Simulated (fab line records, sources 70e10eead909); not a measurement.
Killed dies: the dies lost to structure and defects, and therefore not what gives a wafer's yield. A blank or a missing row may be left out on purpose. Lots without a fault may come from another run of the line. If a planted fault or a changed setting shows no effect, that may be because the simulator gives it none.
Chamber matching    flow nand_harc    rie_si-03 running NHARC_A_CHANNEL_FILL_D1_ETCHBACK_19: 4 sister chambers
The step etches the open film in HBr/Cl2, target depth 5 nm, time 1.7 s. 18 wafers are shown with their chamber, then 9 later ones without.

## WAFERS, EACH WITH ITS CHAMBER
wafer   chamber  drypump_motor_current_A (A)  oes_product_au (a.u.)  throttle_valve_pct (%)
L077.2  0        5.5                          1.007                  26.399
L077.5  2        5.7                          0.996                  26.406
L077.6  1        5.6                          0.986                  26.412
L079.2  3        5.1                          1.009                  26.415
L079.4  2        5.7                          0.995                  26.406
L079.5  2        5.7                          0.992                  26.396
L084.3  1        5.6                          0.990                  26.393
L084.4  2        5.7                          0.994                  26.411
L084.5  3        5.2                          1.007                  26.404
L083.2  0        5.5                          1.016                  26.415
L083.4  2        5.7                          0.994                  26.406
L083.6  0        5.5                          1.011                  26.403
L086.1  1        5.5                          0.992                  26.406
L086.4  2        5.7                          0.992                  26.411
L086.5  1        5.6                          0.987                  26.401
L087.1  2        5.6                          1.002                  26.411
L087.4  3        5.2                          1.009                  26.408
L087.6  0        5.6                          1.021                  26.398

SIGNATURES, as means of the wafers listed above
reading                  chamber 0  chamber 1  chamber 2  chamber 3  scatter within a chamber
drypump_motor_current_A  5.525      5.575      5.686      5.167      0.0465
oes_product_au           1.01375    0.98875    0.99500    1.00833    0.00384
throttle_valve_pct       26.40375   26.40300   26.40671   26.40900   0.0066
Rule: for each reading, subtract the chamber's mean from the wafer's reading, divide by that reading's scatter and square the result; add these up over the readings and take the root, which gives the wafer's distance from the chamber. If the next closest chamber is less than 2 further off than the closest, the wafer can't be placed; otherwise it belongs to the closest. The scatter: take each reading less its chamber's mean, square it, sum over the shown wafers, divide by the number of wafers less the number of chambers, and take the root.

## WAFERS WITH NO CHAMBER GIVEN
wafer   drypump_motor_current_A (A)  oes_product_au (a.u.)  throttle_valve_pct (%)
L088.1  5.5                          1.011                  26.404
L088.2  5.6                          0.989                  26.382
L088.4  5.1                          1.008                  26.421
L091.1  5.7                          0.987                  26.395
L091.4  5.2                          1.007                  26.393
L091.6  5.5                          1.017                  26.417
L094.1  5.7                          0.998                  26.409
L094.4  5.5                          0.990                  26.395
L094.5  5.6                          0.992                  26.394

## WHICH CHAMBER EACH ONE RAN IN
wafer    from the rows above       in truth
L088.1   0                         0
L088.2   can't be placed: 1 or 2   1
L088.4   3                         3
L091.1   can't be placed: 2 or 1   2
L091.4   3                         3
L091.6   0                         0
L094.1   2                         2
L094.4   1                         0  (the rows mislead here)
L094.5   can't be placed: 1 or 2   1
Correct placement for 5 of the 9. Can't be placed from these rows: 3 (the true chamber is among the candidates in 3). 1 placed wrongly.
